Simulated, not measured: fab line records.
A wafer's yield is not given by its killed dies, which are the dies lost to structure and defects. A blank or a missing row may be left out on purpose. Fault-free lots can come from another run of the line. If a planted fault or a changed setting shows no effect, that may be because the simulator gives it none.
fab line records | flow n5_finfet
record lots=7 | wafers=39
route steps=1938 shown ZERO_LAYER@16 FIN_CUT@174 SD_EPI_N@269 HKMG_FIN@388 GATE_CUT@510 BEOL_M1@754 BEOL_M2@841 BEOL_M3@1010 BEOL_M6@1198 BEOL_M8@1344 BEOL_M9@1461 BEOL_M11@1575 BEOL_M15@1795 MIM_TOP_LITHO@1850 PASSIVATION@1936
start_h: hours from the record's opening day to when the first of the lot's shown wafers began | wait_h: how many hours have passed since the lot's step before this one | " the same as in the row above | L1.1+2: a row that stands for several wafers | - no value, or no start was given | * or withheld: withheld | < > ~ a bound
route shown NAME@n: NAME is a module with steps in the file, n the number in the route of the first one | usual: mean/standard deviation taken from wafers without a fault | same: alike in all rows | chamber/n: place in a boat | sites: per-site readings | _std_site: the standard deviation of these | _edge_site: outer sites' mean less inner sites' | radius_mm: for every site, how far away it sits from the centre of the wafer | mask NAME#n: copy n | behind: the tool/chamber that last shaped the wafer | hold: why the lot went on hold/how many hours it stayed there/how the hold came to an end | device: whichever transistor did not switch (one of n, p or np) | end of line: the tests these same wafers got at the end of their route | a step without rows: its recipe alone | killed: dies lost to structure and defects at the first sort, not the wafer's yield | map: a wafer's dies, x killed, . not, _ none there
set.NAME: the setting as run; set.NAME@STEP: as run at that earlier step | model.NAME: the simulator's own value behind a step, which no gauge read
lots run with intentionally changed settings; tables by step, rows by wafer
## steps
# step N5_ZERO_LAYER_ETCH_18
# recipe chemistry=HBr/Cl2 | target=Si | target_depth_a=1200 | time_s=40 | pressure_mtorr=10 | icp_w=800 | bias_w=75 | HBr_flow_sccm=150 | Cl2_flow_sccm=80
# step N5_FIN_CUT_CUT_ETCH_27
# recipe chemistry=CHF3/O2 | target=SiO2 | target_depth_a=40 | mask_material=SOC | overetch_a=20 | time_s=4.9 | pressure_mtorr=30 | source_w=650 | bias_w=170 | Ar_flow_sccm=200 | CHF3_flow_sccm=50 | O2_flow_sccm=5 | ion_energy_ev=200
# step N5_SD_EPI_N_DEVELOP_08
# recipe develop_time_s=30 | developer=TMAH | resist=CAR-ArF-block | dev_temp_c=23 | rinse_liquid=diw | dry=air_spin
# step N5_HKMG_FIN_ALD_74
# recipe material=La2O3 | target_thk_a=5 | temp_c=250 | ald_precursor_family=La-Cp | ald_co_reactant=O3 | pulse_time_s=6 | co_reactant_pulse_time_s=1 | purge_time_s=3 | co_reactant_purge_time_s=3
# step N5_GATE_CUT_ALD_22
# recipe material=SiNx | target_thk_a=160 | temp_c=400 | ald_precursor_family=SiH2I2 | ald_co_reactant=N2/H2-plasma | pulse_time_s=1 | ald_cycles=320 | purge_time_s=2 | co_reactant_purge_time_s=2 | pressure_torr=2
# step N5_BEOL_M1_HM_DEP_02
# recipe material=TiN | target_thk_a=200 | temp_c=25 | chamber_pressure_pa=0.49996
# step N5_BEOL_M2_ILD_DEP_00
# recipe material=SiOC | target_thk_a=790 | temp_c=350 | precursor=DEMS/O2 | pressure_torr=5 | rf_w=500 | time_s=15.3
# step N5_BEOL_M3_SPUTTER_96
# recipe material=Cu | target_thk_a=45 | temp_c=-20 | chamber_pressure_pa=0.07 | power_w=withheld | time_s=8.29
# step N5_BEOL_M6_HM_DEP_02
# step N5_BEOL_M8_DEVELOP_10
# recipe develop_time_s=30 | developer=TMAH | resist=CAR-ArF | rinse_liquid=diw | dry=air_spin | dev_temp_c=23
# step N5_BEOL_M9_SPUTTER_48
# recipe material=Cu | target_thk_a=120 | temp_c=-20 | bias_v=60 | power_w=26000 | chamber_pressure_pa=0.13 | time_s=2
# step N5_BEOL_M11_VIA_ETCH_34
# recipe chemistry=C4F6/O2 | target=SiCOH_lowk | target_depth_a=1845 | mask_material=SOC | taper_deg=4 | time_s=69.2 | ion_energy_ev=250 | pressure_mtorr=30 | source_w=345 | bias_w=185 | Ar_flow_sccm=300 | C4F6_flow_sccm=10 | O2_flow_sccm=10
# step N5_BEOL_M15_ETCH_57
# recipe chemistry=N2/H2 | target=SOC | source_w=3000 | bias_w=350 | time_s=750 | ion_energy_ev=200 | pressure_mtorr=30 | n2_flow_sccm=200 | h2_flow_sccm=200
# step N5_MIM_TOP_LITHO_DESCUM_10
# recipe chemistry=O2 | time_s=7.9 | source_power_w=50 | bias_power_w=20 | pressure_mtorr=20 | rf_frequency_hz=2.712e+07 | temp_c=40 | o2_flow_sccm=225
# step N5_PASSIVATION_PROBE_49
# usual sort_bin_5_function=5.3/0.92
lot.wafer | tool      | chamber | start_h | wait_h | set.target_depth_a@ZERO_LAYER_ETCH_18 | set.target_depth_a@FIN_CUT_CUT_ETCH_27 | set.develop_time_s@SD_EPI_N_DEVELOP_08 | set.target_thk_a@HKMG_FIN_ALD_74 | set.ald_cycles@GATE_CUT_ALD_22 | set.target_thk_a@BEOL_M1_HM_DEP_02 | set.time_s@BEOL_M2_ILD_DEP_00 | set.target_thk_a@BEOL_M3_SPUTTER_96 | set.target_thk_a@BEOL_M6_HM_DEP_02 | set.develop_time_s@BEOL_M8_DEVELOP_10 | set.time_s@BEOL_M9_SPUTTER_48 | set.target_depth_a@BEOL_M11_VIA_ETCH_34 | set.time_s@BEOL_M15_ETCH_57 | set.time_s@MIM_TOP_LITHO_DESCUM_10 | sort_bin_5_function[%]
L076.1    | prober-02 | -       | 278.56  | 0.3    | 533.6                                 | 55.67                                  | 21.04                                  | 4.133                            | 320                            | 200                                | 15.3                          | 45                                  | 200                                | 30                                    | 2                             | 1845                                    | 750                         | 7.9                                | 4.7
L076.2    | prober-02 | -       | 278.61  | 0.3    | 533.6                                 | 40                                     | 30                                     | 4.133                            | 320                            | 200                                | 22.2                          | 28.08                               | 200                                | 30                                    | 2                             | 1845                                    | 516.4                       | 11.18                              | 95.3
L076.3    | prober-02 | -       | 278.66  | 0.4    | 533.6                                 | 40                                     | 30                                     | 5                                | 512                            | 84.17                              | 15.3                          | 45                                  | 200                                | 30                                    | 2.441                         | 1845                                    | 750                         | 11.18                              | 5.0
L076.4    | prober-02 | -       | 278.71  | 0.4    | 1200                                  | 55.67                                  | 30                                     | 5                                | 320                            | 84.17                              | 22.2                          | 28.08                               | 200                                | 30                                    | 2.441                         | 1160                                    | 750                         | 7.9                                | 95.7
L076.5    | prober-02 | -       | 278.76  | 0.5    | 1200                                  | 55.67                                  | 21.04                                  | 4.133                            | 512                            | 84.17                              | 22.2                          | 45                                  | 200                                | 30                                    | 2                             | 1160                                    | 516.4                       | 11.18                              | 95.4
L076.6    | prober-02 | -       | 278.81  | 0.5    | 1200                                  | 40                                     | 21.04                                  | 5                                | 512                            | 200                                | 15.3                          | 28.08                               | 200                                | 30                                    | 2.441                         | 1160                                    | 516.4                       | 7.9                                | 94.1
L078.1    | prober-02 | -       | 291.53  | 0.0    | 1200                                  | 52.5                                   | 30                                     | 2.26                             | 375                            | 94.86                              | 21.32                         | 54.82                               | 299.5                              | 43.53                                 | 2                             | 1845                                    | 1186                        | 7.9                                | 97.2
L078.2    | prober-02 | -       | 291.58  | 0.1    | 774.8                                 | 52.5                                   | 30                                     | 5                                | 375                            | 200                                | 21.32                         | 45                                  | 200                                | 30                                    | 2.765                         | 2531                                    | 1186                        | 7.9                                | 96.1
L078.3    | prober-02 | -       | 291.63  | 0.1    | 1200                                  | 52.5                                   | 30                                     | 2.26                             | 320                            | 200                                | 15.3                          | 54.82                               | 200                                | 43.53                                 | 2                             | 2531                                    | 750                         | 7.9                                | 4.8
L078.4    | prober-02 | -       | 291.68  | 0.2    | 1200                                  | 40                                     | 30                                     | 5                                | 320                            | 200                                | 15.3                          | 45                                  | 299.5                              | 30                                    | 2                             | 1845                                    | 750                         | 7.9                                | 92.5
L078.5    | prober-02 | -       | 291.73  | 0.2    | 774.8                                 | 40                                     | 30                                     | 5                                | 320                            | 94.86                              | 21.32                         | 54.82                               | 299.5                              | 30                                    | 2.765                         | 2531                                    | 1186                        | 7.9                                | 97.4
L078.6    | prober-02 | -       | 291.78  | 0.3    | 774.8                                 | 40                                     | 30                                     | 2.26                             | 375                            | 94.86                              | 15.3                          | 45                                  | 200                                | 43.53                                 | 2.765                         | 1845                                    | 750                         | 7.9                                | 4.9
L083.1    | prober-02 | -       | 319.16  | 0.0    | 1200                                  | 60.72                                  | 22.63                                  | 5                                | 408                            | 200                                | 15.3                          | 45                                  | 200                                | 17.26                                 | 2                             | 1845                                    | 750                         | 7.9                                | 6.4
L083.2    | prober-02 | -       | 319.21  | 0.1    | 1795                                  | 60.72                                  | 30                                     | 7.932                            | 408                            | 200                                | 15.3                          | 45                                  | 200                                | 17.26                                 | 2.472                         | 1845                                    | 750                         | 7.9                                | 5.6
L083.3    | prober-02 | -       | 319.26  | 0.1    | 1795                                  | 60.72                                  | 22.63                                  | 5                                | 320                            | 88.49                              | 15.3                          | 45                                  | 200                                | 30                                    | 2                             | 1845                                    | 750                         | 7.9                                | 5.1
L083.4    | prober-02 | -       | 319.31  | 0.2    | 1200                                  | 40                                     | 22.63                                  | 7.932                            | 408                            | 88.49                              | 15.3                          | 45                                  | 200                                | 30                                    | 2                             | 1845                                    | 750                         | 7.9                                | 4.9
L083.5    | prober-02 | -       | 319.36  | 0.2    | 1200                                  | 40                                     | 30                                     | 7.932                            | 320                            | 200                                | 15.3                          | 45                                  | 200                                | 30                                    | 2.472                         | 1845                                    | 750                         | 7.9                                | 7.3
L083.6    | prober-02 | -       | 319.41  | 0.3    | 1795                                  | 40                                     | 30                                     | 5                                | 320                            | 88.49                              | 15.3                          | 45                                  | 200                                | 17.26                                 | 2.472                         | 1845                                    | 750                         | 7.9                                | 6.4
L087.1    | prober-02 | -       | 369.26  | 0.3    | 1200                                  | 40                                     | 30                                     | 5                                | 320                            | 200                                | 15.3                          | 45                                  | 200                                | 30                                    | 2                             | 1845                                    | 750                         | 7.9                                | 6.5
L087.4    | prober-02 | -       | 369.41  | 0.5    | 1200                                  | 40                                     | 30                                     | 5                                | 320                            | 200                                | 15.3                          | 45                                  | 200                                | 30                                    | 2                             | 1845                                    | 750                         | 7.9                                | 6.3
L087.6    | prober-02 | -       | 369.51  | 0.6    | 1200                                  | 40                                     | 30                                     | 5                                | 320                            | 200                                | 15.3                          | 45                                  | 200                                | 30                                    | 2                             | 1845                                    | 750                         | 7.9                                | 4.8
L093.1    | prober-02 | -       | 392.04  | 0.0    | 1200                                  | 31.87                                  | 30                                     | 3.72                             | 156                            | 200                                | 8.882                         | 22.87                               | 200                                | 21.01                                 | 2.971                         | 1845                                    | 750                         | 11.1                               | 6.2
L093.2    | prober-02 | -       | 392.09  | 0.1    | 1200                                  | 40                                     | 30                                     | 3.72                             | 320                            | 200                                | 8.882                         | 22.87                               | 200                                | 30                                    | 2.971                         | 1108                                    | 750                         | 11.1                               | 7.2
L093.3    | prober-02 | -       | 392.14  | 0.1    | 1200                                  | 40                                     | 30                                     | 5                                | 156                            | 200                                | 15.3                          | 22.87                               | 200                                | 30                                    | 2                             | 1845                                    | 750                         | 7.9                                | 6.2
L093.4    | prober-02 | -       | 392.19  | 0.2    | 1200                                  | 31.87                                  | 30                                     | 5                                | 320                            | 200                                | 8.882                         | 45                                  | 200                                | 30                                    | 2                             | 1845                                    | 750                         | 7.9                                | 5.9
L093.5    | prober-02 | -       | 392.24  | 0.2    | 1200                                  | 40                                     | 30                                     | 5                                | 156                            | 200                                | 15.3                          | 45                                  | 200                                | 21.01                                 | 2.971                         | 1108                                    | 750                         | 7.9                                | 96.4
L093.6    | prober-02 | -       | 392.29  | 0.3    | 1200                                  | 31.87                                  | 30                                     | 3.72                             | 320                            | 200                                | 15.3                          | 45                                  | 200                                | 21.01                                 | 2                             | 1108                                    | 750                         | 11.1                               | 96.5
L095.1    | prober-01 | -       | 404.93  | 0.0    | 854.4                                 | 40                                     | 34.5                                   | 5                                | 320                            | 97.19                              | 22.14                         | 45                                  | 244.8                              | 30                                    | 2                             | 2521                                    | 593.5                       | 11.81                              | 96.6
L095.2    | prober-01 | -       | 404.98  | 0.1    | 854.4                                 | 40                                     | 30                                     | 5                                | 220                            | 200                                | 22.14                         | 45                                  | 200                                | 30                                    | 2                             | 2521                                    | 750                         | 7.9                                | 95.8
L095.3    | prober-01 | -       | 405.03  | 0.1    | 854.4                                 | 40                                     | 34.5                                   | 5                                | 220                            | 200                                | 15.3                          | 45                                  | 244.8                              | 30                                    | 2                             | 1845                                    | 750                         | 7.9                                | 6.3
L095.4    | prober-01 | -       | 405.08  | 0.2    | 1200                                  | 40                                     | 30                                     | 5                                | 220                            | 97.19                              | 15.3                          | 67.69                               | 200                                | 30                                    | 2                             | 2521                                    | 593.5                       | 11.81                              | 5.7
L095.5    | prober-01 | -       | 405.13  | 0.2    | 1200                                  | 40                                     | 30                                     | 5                                | 320                            | 200                                | 22.14                         | 67.69                               | 200                                | 30                                    | 2                             | 1845                                    | 593.5                       | 7.9                                | 96.3
L095.6    | prober-01 | -       | 405.18  | 0.3    | 1200                                  | 40                                     | 34.5                                   | 5                                | 320                            | 97.19                              | 15.3                          | 67.69                               | 244.8                              | 30                                    | 2                             | 1845                                    | 750                         | 11.81                              | 4.5
L097.1    | prober-01 | -       | 410.92  | 0.0    | 1200                                  | 27.95                                  | 35.4                                   | 5                                | 145                            | 200                                | 15.3                          | 67.71                               | 121.3                              | 30                                    | 2                             | 2287                                    | 606                         | 7.9                                | 7.4
L097.2    | prober-01 | -       | 410.97  | 0.1    | 812.5                                 | 27.95                                  | 35.4                                   | 3.629                            | 145                            | 200                                | 15.3                          | 67.71                               | 200                                | 30                                    | 1.011                         | 2287                                    | 750                         | 7.9                                | 10.3
L097.3    | prober-01 | -       | 411.02  | 0.1    | 812.5                                 | 40                                     | 30                                     | 5                                | 320                            | 200                                | 15.3                          | 67.71                               | 200                                | 17.47                                 | 2                             | 1845                                    | 606                         | 7.9                                | 4.4
L097.4    | prober-01 | -       | 411.07  | 0.2    | 1200                                  | 27.95                                  | 30                                     | 5                                | 320                            | 200                                | 15.3                          | 45                                  | 121.3                              | 17.47                                 | 1.011                         | 1845                                    | 750                         | 7.9                                | 10.3
L097.5    | prober-01 | -       | 411.12  | 0.2    | 1200                                  | 40                                     | 30                                     | 3.629                            | 145                            | 200                                | 15.3                          | 45                                  | 121.3                              | 17.47                                 | 2                             | 2287                                    | 750                         | 7.9                                | 6.4
L097.6    | prober-01 | -       | 411.17  | 0.3    | 812.5                                 | 40                                     | 35.4                                   | 3.629                            | 320                            | 200                                | 15.3                          | 45                                  | 200                                | 30                                    | 1.011                         | 1845                                    | 606                         | 7.9                                | 11.4
# killed by level:class
L076.1 FIN_SAQP:geometric_particle:short=11 BEOL_M0_SAQP:geometric_particle:open=11 BEOL_M0_SAQP:geometric_particle:short=10 MOL_CONTACT_COAG:geometric_particle:open=8 HKMG_FIN:area_etch=6 BEOL_M1:geometric_particle:open=5 FIN_SAQP:geometric_particle:open=4 GATE_CUT:geometric_particle:open=4
L076.2 BEOL_M2:area_dep=1045 BEOL_M3:geometric_particle:open=17 BEOL_M0_SAQP:geometric_particle:short=16 BEOL_M1:geometric_particle:open=12 MOL_CONTACT_COAG:geometric_particle:open=11 GATE_CUT:geometric_particle:short=8 BEOL_M0_SAQP:geometric_particle:open=8 BEOL_M3:geometric_particle:short=6
L076.3 BEOL_M0_SAQP:geometric_particle:short=20 MOL_CONTACT_COAG:geometric_particle:open=8 FIN_SAQP:geometric_particle:open=4 DUMMY_GATE:geometric_particle:open=4 ILD0:geometric_particle:short=4 BEOL_M0_SAQP:geometric_particle:open=4 GATE_CUT:geometric_particle:short=4 BEOL_M3:geometric_particle:open=4
L076.4 BEOL_M2:area_dep=1063 BEOL_M0_SAQP:geometric_particle:open=15 MOL_CONTACT_COAG:geometric_particle:open=11 STI_FIN_REVEAL:geometric_particle:open=6 GATE_CUT:geometric_particle:open=6 BEOL_M3:geometric_particle:open=6 BEOL_M2:geometric_particle:short=5 FIN_SAQP:geometric_particle:open=4
L076.5 BEOL_M2:area_dep=1065 BEOL_M2:geometric_particle:open=15 MOL_CONTACT_COAG:geometric_particle:open=12 BEOL_M0_SAQP:geometric_particle:open=11 BEOL_M0_SAQP:geometric_particle:short=10 BEOL_M4:geometric_particle:open=8 DUMMY_GATE:geometric_particle:open=7 BEOL_M1:geometric_particle:open=7
L076.6 BEOL_M11:area_etch=1038 MOL_CONTACT_COAG:geometric_particle:open=24 BEOL_M1:geometric_particle:open=11 DUMMY_GATE:geometric_particle:open=10 BEOL_M3:geometric_particle:open=10 MOL_CONTACT_COAG:geometric_particle:short=9 BEOL_M0_SAQP:geometric_particle:open=9 BEOL_M0_SAQP:geometric_particle:short=8
L078.1 BEOL_M2:area_dep=1095 FIN_SAQP:geometric_particle:short=15 FIN_SAQP:geometric_particle:open=8 STI_FIN_REVEAL:geometric_particle:open=7 MOL_CONTACT_COAG:geometric_particle:open=4 BEOL_M4:geometric_particle:open=4 BEOL_M0_SAQP:geometric_particle:short=3 BEOL_M0:geometric_particle:open=3
L078.2 BEOL_M2:area_dep=1069 MOL_CONTACT_COAG:geometric_particle:open=12 STI_FIN_REVEAL:geometric_particle:open=9 BEOL_M0_SAQP:geometric_particle:open=8 FIN_SAQP:geometric_particle:open=7 GATE_CUT:geometric_particle:short=6 FIN_SAQP:geometric_particle:short=5 ILD0:geometric_particle:open=5
L078.3 MOL_CONTACT_COAG:geometric_particle:open=25 FIN_SAQP:geometric_particle:short=11 FIN_SAQP:geometric_particle:open=6 STI_FIN_REVEAL:geometric_particle:open=4 PASS1_CAP:geometric_particle:short=4 STARTING-WAFER:geometric_particle:short=4 ILD0:geometric_particle:open=3 GATE_CUT:geometric_particle:open=3
L078.4 BEOL_M6:area_open=1043 BEOL_M3:geometric_particle:open=10 MOL_CONTACT_COAG:geometric_particle:open=7 BEOL_M5:geometric_particle:open=6 STI_FIN_REVEAL:geometric_particle:open=5 BEOL_M0_SAQP:geometric_particle:short=5 FIN_SAQP:geometric_particle:open=4 GATE_CUT:geometric_particle:short=4
L078.5 BEOL_M2:area_dep=1095 MOL_CONTACT_COAG:geometric_particle:open=7 FIN_SAQP:geometric_particle:short=6 FIN_SAQP:geometric_particle:open=5 STI_FIN_REVEAL:geometric_particle:open=5 BEOL_M3:geometric_particle:open=5 BEOL_M1:geometric_particle:open=4 GATE_CUT:geometric_particle:short=4
L078.6 MOL_CONTACT_COAG:geometric_particle:open=19 BEOL_M2:geometric_particle:open=8 GATE_CUT:geometric_particle:short=7 FIN_SAQP:geometric_particle:short=5 BEOL_M0_SAQP:geometric_particle:open=5 FIN_SAQP:geometric_particle:open=4 STI_FIN_REVEAL:geometric_particle:open=4 MOL_CONTACT_COAG:geometric_particle:short=4
L083.1 MOL_CONTACT_COAG:geometric_particle:open=16 STI_FIN_REVEAL:geometric_particle:open=15 BEOL_M3:geometric_particle:open=12 FIN_SAQP:geometric_particle:short=8 BEOL_M1:geometric_particle:open=8 BEOL_M0_SAQP:geometric_particle:short=6 GATE_CUT:geometric_particle:short=6 GATE_CUT:geometric_particle:open=6
L083.2 MOL_CONTACT_COAG:geometric_particle:open=16 STI_FIN_REVEAL:geometric_particle:open=13 BEOL_M0_SAQP:geometric_particle:open=10 STI_FIN_REVEAL:geometric_particle:short=8 BEOL_M0_SAQP:geometric_particle:short=8 FIN_SAQP:geometric_particle:open=7 GATE_CUT:geometric_particle:short=5 BEOL_M3:geometric_particle:open=5
L083.3 STI_FIN_REVEAL:geometric_particle:open=9 BEOL_M2:geometric_particle:open=9 BEOL_M0_SAQP:geometric_particle:open=8 FIN_SAQP:geometric_particle:short=7 GATE_CUT:geometric_particle:short=7 BEOL_M0_SAQP:geometric_particle:short=7 MOL_CONTACT_COAG:geometric_particle:open=6 BEOL_M3:geometric_particle:open=6
L083.4 STI_FIN_REVEAL:geometric_particle:open=13 MOL_CONTACT_COAG:geometric_particle:open=10 FIN_SAQP:geometric_particle:short=8 BEOL_M2:geometric_particle:open=8 FIN_SAQP:geometric_particle:open=6 GATE_CUT:geometric_particle:open=6 BEOL_M0_SAQP:geometric_particle:short=6 DUMMY_GATE:geometric_particle:open=4
L083.5 BEOL_M0_SAQP:geometric_particle:open=11 STI_FIN_REVEAL:geometric_particle:open=11 FIN_SAQP:geometric_particle:open=10 DUMMY_GATE:geometric_particle:open=9 BEOL_M3:geometric_particle:open=9 BEOL_M2:geometric_particle:open=7 MOL_CONTACT_COAG:geometric_particle:open=6 FIN_SAQP:geometric_particle:short=5
L083.6 BEOL_M0_SAQP:geometric_particle:short=16 BEOL_M3:geometric_particle:open=16 BEOL_M0_SAQP:geometric_particle:open=10 BEOL_M2:geometric_particle:open=8 MOL_CONTACT_COAG:geometric_particle:open=7 FIN_SAQP:geometric_particle:open=6 STI_FIN_REVEAL:geometric_particle:open=5 FIN_SAQP:geometric_particle:short=4
L087.1 STI_FIN_REVEAL:geometric_particle:open=14 MOL_CONTACT_COAG:geometric_particle:open=14 BEOL_M4:geometric_particle:open=13 FIN_SAQP:geometric_particle:short=9 STI_FIN_REVEAL:geometric_particle:short=8 FIN_SAQP:geometric_particle:open=8 BEOL_M3:geometric_particle:open=7 BEOL_M2:geometric_particle:open=6
L087.4 STI_FIN_REVEAL:geometric_particle:open=13 BEOL_M4:geometric_particle:open=13 BEOL_M3:geometric_particle:open=8 MOL_CONTACT_COAG:geometric_particle:open=7 BEOL_M2:geometric_particle:open=7 BEOL_M1:geometric_particle:open=5 GATE_CUT:geometric_particle:open=5 BEOL_M7:geometric_particle:open=4
L087.6 STI_FIN_REVEAL:geometric_particle:open=13 BEOL_M4:geometric_particle:open=13 MOL_CONTACT_COAG:geometric_particle:open=7 BEOL_M2:geometric_particle:open=7 DUMMY_GATE:geometric_particle:open=5 BEOL_M0_SAQP:geometric_particle:open=5 BEOL_M1:geometric_particle:open=5 STI_FIN_REVEAL:geometric_particle:short=4
L093.1 BEOL_M2:area_dep=1054 STI_FIN_REVEAL:geometric_particle:open=26 MOL_CONTACT_COAG:geometric_particle:open=16 FIN_SAQP:geometric_particle:open=13 MOL_CONTACT_COAG:geometric_particle:short=8 BEOL_M3:geometric_particle:open=7 FIN_SAQP:geometric_particle:short=6 BEOL_M0_SAQP:geometric_particle:short=5
L093.2 BEOL_M2:area_dep=1049 STI_FIN_REVEAL:geometric_particle:open=30 FIN_SAQP:geometric_particle:open=14 BEOL_M0_SAQP:geometric_particle:short=9 BEOL_M0_SAQP:geometric_particle:open=9 FIN_SAQP:geometric_particle:short=6 MOL_CONTACT_COAG:geometric_particle:open=6 BEOL_M2:geometric_particle:open=6
L093.3 STI_FIN_REVEAL:geometric_particle:open=16 BEOL_M0_SAQP:geometric_particle:open=13 FIN_SAQP:geometric_particle:open=11 BEOL_M0_SAQP:geometric_particle:short=10 BEOL_M2:geometric_particle:open=10 BEOL_M3:geometric_particle:open=9 DUMMY_GATE:geometric_particle:open=8 FIN_SAQP:geometric_particle:short=7
L093.4 BEOL_M2:area_dep=1057 FIN_SAQP:geometric_particle:open=19 STI_FIN_REVEAL:geometric_particle:open=17 MOL_CONTACT_COAG:geometric_particle:open=15 FIN_SAQP:geometric_particle:short=10 BEOL_M0_SAQP:geometric_particle:short=6 BEOL_M0_SAQP:geometric_particle:open=6 BEOL_M2:geometric_particle:open=6
L093.5 BEOL_M11:area_etch=1062 STI_FIN_REVEAL:geometric_particle:open=16 BEOL_M0_SAQP:geometric_particle:open=11 FIN_SAQP:geometric_particle:open=9 FIN_SAQP:geometric_particle:short=7 MOL_CONTACT_COAG:geometric_particle:open=7 BEOL_M0_SAQP:geometric_particle:short=7 BEOL_M1:geometric_particle:open=7
L093.6 BEOL_M11:area_etch=1068 BEOL_M3:geometric_particle:open=16 STI_FIN_REVEAL:geometric_particle:open=13 FIN_SAQP:geometric_particle:open=12 BEOL_M0_SAQP:geometric_particle:open=10 BEOL_M0_SAQP:geometric_particle:short=6 MOL_CONTACT_COAG:geometric_particle:open=5 FIN_SAQP:geometric_particle:short=4
L095.1 BEOL_M2:area_dep=1080 BEOL_M0_SAQP:geometric_particle:open=19 BEOL_M0_SAQP:geometric_particle:short=11 DUMMY_GATE:geometric_particle:open=10 MOL_CONTACT_COAG:geometric_particle:open=9 FIN_SAQP:geometric_particle:short=5 BEOL_M4:geometric_particle:open=5 STARTING-WAFER:geometric_particle:short=4
L095.2 BEOL_M2:area_dep=1087 MOL_CONTACT_COAG:geometric_particle:open=9 BEOL_M0_SAQP:geometric_particle:open=8 BEOL_M3:geometric_particle:open=8 FIN_SAQP:geometric_particle:open=7 STI_FIN_REVEAL:geometric_particle:open=7 BEOL_M4:geometric_particle:open=7 FIN_SAQP:geometric_particle:short=5
L095.3 MOL_CONTACT_COAG:geometric_particle:open=22 DUMMY_GATE:geometric_particle:open=13 BEOL_M0_SAQP:geometric_particle:short=13 STI_FIN_REVEAL:geometric_particle:open=9 BEOL_M0_SAQP:geometric_particle:open=9 FIN_SAQP:geometric_particle:short=8 MOL_CONTACT_COAG:geometric_particle:short=4 DUMMY_GATE:geometric_particle:short=4
L095.4 FIN_SAQP:geometric_particle:open=22 BEOL_M0_SAQP:geometric_particle:open=18 BEOL_M0_SAQP:geometric_particle:short=14 MOL_CONTACT_COAG:geometric_particle:open=11 DUMMY_GATE:geometric_particle:open=8 FIN_SAQP:geometric_particle:short=6 BEOL_M4:geometric_particle:open=4 MOL_CONTACT_COAG:geometric_particle:short=3
L095.5 BEOL_M2:area_dep=1072 BEOL_M0_SAQP:geometric_particle:open=15 MOL_CONTACT_COAG:geometric_particle:open=13 BEOL_M0_SAQP:geometric_particle:short=12 STI_FIN_REVEAL:geometric_particle:open=9 BEOL_M5:geometric_particle:open=7 BEOL_M0:geometric_particle:open=6 FIN_SAQP:geometric_particle:open=4
L095.6 STI_FIN_REVEAL:geometric_particle:open=15 MOL_CONTACT_COAG:geometric_particle:open=10 BEOL_M0_SAQP:geometric_particle:open=9 STI_FIN_REVEAL:geometric_particle:short=4 BEOL_M0_SAQP:geometric_particle:short=4 BEOL_M3:geometric_particle:open=4 DUMMY_GATE:geometric_particle:open=3 GATE_CUT:geometric_particle:short=3
L097.1 BEOL_M1:geometric_particle:open=18 FIN_SAQP:geometric_particle:open=12 STI_FIN_REVEAL:geometric_particle:open=11 MOL_CONTACT_COAG:geometric_particle:open=10 BEOL_M4:geometric_particle:open=10 BEOL_M0_SAQP:geometric_particle:open=7 FIN_SAQP:geometric_particle:short=6 BEOL_M2:geometric_particle:open=6
L097.2 BEOL_M9:interface_void_opened=114 FIN_SAQP:geometric_particle:open=11 STI_FIN_REVEAL:geometric_particle:open=11 MOL_CONTACT_COAG:geometric_particle:open=11 BEOL_M1:geometric_particle:open=10 BEOL_M0_SAQP:geometric_particle:open=9 DUMMY_GATE:geometric_particle:open=5 BEOL_M0_SAQP:geometric_particle:short=5
L097.3 FIN_SAQP:geometric_particle:open=16 BEOL_M1:geometric_particle:open=12 MOL_CONTACT_COAG:geometric_particle:open=10 GATE_CUT:geometric_particle:short=5 BEOL_M0_SAQP:geometric_particle:open=5 BEOL_M0_SAQP:geometric_particle:short=5 STI_FIN_REVEAL:geometric_particle:open=4 DUMMY_GATE:geometric_particle:open=3
L097.4 BEOL_M9:interface_void_opened=92 STI_FIN_REVEAL:geometric_particle:open=9 FIN_SAQP:geometric_particle:open=8 BEOL_M0_SAQP:geometric_particle:open=8 BEOL_M1:geometric_particle:open=7 BEOL_M3:geometric_particle:open=7 ILD0:geometric_particle:open=5 BEOL_M0_SAQP:geometric_particle:short=5
L097.5 STI_FIN_REVEAL:geometric_particle:open=20 MOL_CONTACT_COAG:geometric_particle:open=17 BEOL_M0_SAQP:geometric_particle:short=9 FIN_SAQP:geometric_particle:short=6 BEOL_M0_SAQP:geometric_particle:open=6 BEOL_M3:geometric_particle:open=6 MOL_CONTACT_COAG:geometric_particle:short=5 STARTING-WAFER:geometric_particle:open=5
L097.6 BEOL_M9:interface_void_opened=109 MOL_CONTACT_COAG:geometric_particle:open=16 BEOL_M1:geometric_particle:open=8 STI_FIN_REVEAL:geometric_particle:open=7 BEOL_M4:geometric_particle:open=7 BEOL_M0_SAQP:geometric_particle:short=7 FIN_SAQP:geometric_particle:short=5 GATE_CUT:geometric_particle:short=5
## key
split step=N5_ZERO_LAYER_ETCH_18 | setting=target_depth_a | stated_as=1200
response none clear
split step=N5_FIN_CUT_CUT_ETCH_27 | setting=target_depth_a | stated_as=40
response none clear
split step=N5_SD_EPI_N_DEVELOP_08 | setting=develop_time_s | stated_as=30
response none clear
split step=N5_HKMG_FIN_ALD_74 | setting=target_thk_a | stated_as=5
response none clear
split step=N5_GATE_CUT_ALD_22 | setting=ald_cycles | stated_as=320
response none clear
split step=N5_BEOL_M1_HM_DEP_02 | setting=target_thk_a | stated_as=200
response none clear
split step=N5_BEOL_M2_ILD_DEP_00 | setting=time_s | stated_as=15.3
response step=N5_PASSIVATION_PROBE_49 | reading=sort_bin_5_function | slope=+1.8 | per=1% | together_with=all | explained=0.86
split step=N5_BEOL_M3_SPUTTER_96 | setting=target_thk_a | stated_as=45
response none clear
split step=N5_BEOL_M6_HM_DEP_02 | setting=target_thk_a | stated_as=200
response none clear
split step=N5_BEOL_M8_DEVELOP_10 | setting=develop_time_s | stated_as=30
response none clear
split step=N5_BEOL_M9_SPUTTER_48 | setting=time_s | stated_as=2
response none clear
split step=N5_BEOL_M11_VIA_ETCH_34 | setting=target_depth_a | stated_as=1845
response none clear
split step=N5_BEOL_M15_ETCH_57 | setting=time_s | stated_as=750
response none clear
split step=N5_MIM_TOP_LITHO_DESCUM_10 | setting=time_s | stated_as=7.9
response none clear
